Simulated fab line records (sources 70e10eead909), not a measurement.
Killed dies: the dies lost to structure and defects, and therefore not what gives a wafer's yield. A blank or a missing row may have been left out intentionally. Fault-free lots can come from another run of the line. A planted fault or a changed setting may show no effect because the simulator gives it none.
Matching of chambers / flow nandHarc / NHARC_A_STAIRCASE_ETCH_169 on rieDiel-12: 4 sister chambers
The step etches the open film in CH3F/O2, target depth 50 nm, time 107.1 s. 4 wafers are shown with their chamber, then 7 later ones without.

== EACH WAFER AND ITS CHAMBER ==
wafer=L080.5; chamber=0; drypumpMotorCurrentA (A)=6.2
wafer=L080.6; chamber=3; drypumpMotorCurrentA (A)=6.2
wafer=L089.4; chamber=1; drypumpMotorCurrentA (A)=5.4
wafer=L089.5; chamber=2; drypumpMotorCurrentA (A)=5.1

== WAFERS WITHOUT THEIR CHAMBER ==
wafer=L089.6; drypumpMotorCurrentA (A)=5.4
wafer=L091.1; drypumpMotorCurrentA (A)=6.2
wafer=L091.4; drypumpMotorCurrentA (A)=6.1
wafer=L091.5; drypumpMotorCurrentA (A)=6.2
wafer=L093.2; drypumpMotorCurrentA (A)=6.2
wafer=L093.4; drypumpMotorCurrentA (A)=5.1
wafer=L093.5; drypumpMotorCurrentA (A)=5.4

== THE CHAMBER EACH PASSED THROUGH ==
wafer=L089.6; from the rows above=1; in truth=1
wafer=L091.1; from the rows above=can't be placed: 0 or 3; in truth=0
wafer=L091.4; from the rows above=can't be placed: 0 or 3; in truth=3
wafer=L091.5; from the rows above=can't be placed: 0 or 3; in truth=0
wafer=L093.2; from the rows above=can't be placed: 0 or 3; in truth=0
wafer=L093.4; from the rows above=2; in truth=2
wafer=L093.5; from the rows above=1; in truth=1
3 of 7 placed correctly. These rows do not allow placing 4 (true chamber among the candidates in 4). Number placed wrongly: 0.
How it was worked out, from the rows above alone: a wafer's distance from a chamber is the root of the sum, over the readings, of the square of ((its reading less the chamber's mean) divided by the reading's scatter). The wafer belongs to the nearest chamber; if the next one is less than 2 further off, it can't be placed. The mean given for a chamber averages the wafers shown for that chamber. The scatter: root of mean squared gap, hidden wafer to nearest shown wafer, with one shown wafer a chamber.
